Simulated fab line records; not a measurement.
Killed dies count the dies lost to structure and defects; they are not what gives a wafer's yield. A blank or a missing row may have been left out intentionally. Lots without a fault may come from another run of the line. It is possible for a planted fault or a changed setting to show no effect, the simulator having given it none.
Split-lot experiment :: flow n5_finfet :: route with 1938 steps; 7 lots, 21 wafers read

THE SPLIT ITSELF
At N5_BEOL_M0_SAQP_EXPOSE_37 (exposes mask M0 CUT1, target cd 30 nm), the setting dose_mj was moved away from the recipe's 44.75 on 5 of the 21 wafers read, by -7.2% to +3.5%. The other wafers ran this setting at the recipe's value.

FROM THE SPLIT TO THE READING: what the file shows between them, 2 steps
- N5_BEOL_M0_SAQP_PEB_38: peb time 60 s
- N5_BEOL_M0_SAQP_DEVELOP_39: develop time 30 s

THE READING
cd_nm, in nm, at N5_BEOL_M0_SAQP_CD_MEAS_40 (target cd 30 nm). Fault-free wafers of this fab line usually give 30.12 nm, standard deviation 0.23 nm.

wafer: L074.2
tool, chamber at the split: euv_scanner-02, 0
dose_mj as run: 44.75
against the recipe: recipe
cd_nm, nm: 30.59
against lot-mates on the recipe: -

wafer: L074.3
tool, chamber at the split: euv_scanner-02, 0
dose_mj as run: 44.75
against the recipe: recipe
cd_nm, nm: 29.97
against lot-mates on the recipe: -

wafer: L074.4
tool, chamber at the split: euv_scanner-02, 0
dose_mj as run: 44.75
against the recipe: recipe
cd_nm, nm: 30.39
against lot-mates on the recipe: -

wafer: L075.4
tool, chamber at the split: euv_scanner-01, 0
dose_mj as run: 41.69
against the recipe: -6.8%
cd_nm, nm: 28.64
against lot-mates on the recipe: -1.27

wafer: L075.5
tool, chamber at the split: euv_scanner-01, 0
dose_mj as run: 44.75
against the recipe: recipe
cd_nm, nm: 29.94
against lot-mates on the recipe: -

wafer: L075.6
tool, chamber at the split: euv_scanner-01, 0
dose_mj as run: 44.75
against the recipe: recipe
cd_nm, nm: 29.89
against lot-mates on the recipe: -

wafer: L078.1
tool, chamber at the split: euv_scanner-02, 0
dose_mj as run: 44.75
against the recipe: recipe
cd_nm, nm: 30.33
against lot-mates on the recipe: -

wafer: L078.2
tool, chamber at the split: euv_scanner-02, 0
dose_mj as run: 44.75
against the recipe: recipe
cd_nm, nm: 30.42
against lot-mates on the recipe: -

wafer: L078.5
tool, chamber at the split: euv_scanner-02, 0
dose_mj as run: 44.75
against the recipe: recipe
cd_nm, nm: 29.61
against lot-mates on the recipe: -

wafer: L080.2
tool, chamber at the split: euv_scanner-02, 0
dose_mj as run: 42.32
against the recipe: -5.4%
cd_nm, nm: 29.15
against lot-mates on the recipe: -0.74

wafer: L080.5
tool, chamber at the split: euv_scanner-02, 0
dose_mj as run: 44.75
against the recipe: recipe
cd_nm, nm: 29.89
against lot-mates on the recipe: -

wafer: L080.6
tool, chamber at the split: euv_scanner-02, 0
dose_mj as run: 42.32
against the recipe: -5.4%
cd_nm, nm: 29.16
against lot-mates on the recipe: -0.73

wafer: L086.2
tool, chamber at the split: euv_scanner-01, 0
dose_mj as run: 44.75
against the recipe: recipe
cd_nm, nm: 30.08
against lot-mates on the recipe: -

wafer: L086.3
tool, chamber at the split: euv_scanner-01, 0
dose_mj as run: 44.75
against the recipe: recipe
cd_nm, nm: 29.99
against lot-mates on the recipe: -

wafer: L086.5
tool, chamber at the split: euv_scanner-01, 0
dose_mj as run: 44.75
against the recipe: recipe
cd_nm, nm: 30.42
against lot-mates on the recipe: -

wafer: L092.1
tool, chamber at the split: euv_scanner-02, 0
dose_mj as run: 44.75
against the recipe: recipe
cd_nm, nm: 30.12
against lot-mates on the recipe: -

wafer: L092.5
tool, chamber at the split: euv_scanner-02, 0
dose_mj as run: 41.52
against the recipe: -7.2%
cd_nm, nm: 28.33
against lot-mates on the recipe: -1.75

wafer: L092.6
tool, chamber at the split: euv_scanner-02, 0
dose_mj as run: 44.75
against the recipe: recipe
cd_nm, nm: 30.04
against lot-mates on the recipe: -

wafer: L093.1
tool, chamber at the split: euv_scanner-01, 0
dose_mj as run: 46.32
against the recipe: +3.5%
cd_nm, nm: 30.72
against lot-mates on the recipe: +0.59

wafer: L093.2
tool, chamber at the split: euv_scanner-01, 0
dose_mj as run: 44.75
against the recipe: recipe
cd_nm, nm: 29.92
against lot-mates on the recipe: -

wafer: L093.6
tool, chamber at the split: euv_scanner-01, 0
dose_mj as run: 44.75
against the recipe: recipe
cd_nm, nm: 30.33
against lot-mates on the recipe: -

THE FIT
A straight line over all 21 wafers: cd_nm changes by +0.209 nm for each +1% of dose_mj; r = +0.92; the points scatter about the line by 0.25 nm.
The same after taking each lot's own level away (the mean of its wafers on the recipe; 21 wafers): +0.185 nm for each +1%; r = +0.91; scatter 0.24 nm.
Per that fit: largest dose_mj move, reading shift of 1.3 nm.
Across the lots, their own levels run from 29.890 to 30.317 nm, a range of 1.9 times the standard deviation given above.
So the lot-to-lot level changes the slope: the two fits differ.
Check: -1.15 nm against its lot-mates is what the line predicts for one of the wafers moved furthest among these (-7.2%) when that wafer is left out of the fit. It came out at -1.75 nm against them.

THE WHOLE CHAIN: every reading that the file lists as answering this split, in the file's order
step: N5_BEOL_M0_SAQP_CD_MEAS_40
what it does: target cd 30 nm
reading: cd_nm
change (the file's fit): +0.195 nm for each +1% of the setting
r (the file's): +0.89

step: N5_BEOL_M0_SAQP_DESCUM_45
what it does: chemistry O2, time 7 s
reading: BEOL_M0_SAQP.cd_nm (the simulator's own value, which no gauge read)
change (the file's fit): +0.222 nm for each +1% of the setting
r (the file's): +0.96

step: N5_BEOL_M0_SAQP_ETCH_88
what it does: etches underlayer in N2/H2, target depth 6.5 nm, time 5.2 s
reading: BEOL_M0_SAQP.cd_nm (the simulator's own value, which no gauge read)
change (the file's fit): +0.212 nm for each +1% of the setting
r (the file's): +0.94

step: N5_BEOL_M0_SAQP_ETCH_73
what it does: etches SiARC in CF4, target depth 19.5 nm, time 32.5 s
reading: BEOL_M0_SAQP.cd_nm (the simulator's own value, which no gauge read)
change (the file's fit): +0.232 nm for each +1% of the setting
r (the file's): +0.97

FILE'S OWN FIT
cd_nm changes by +0.195 nm for each +1% of dose_mj, r = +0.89.
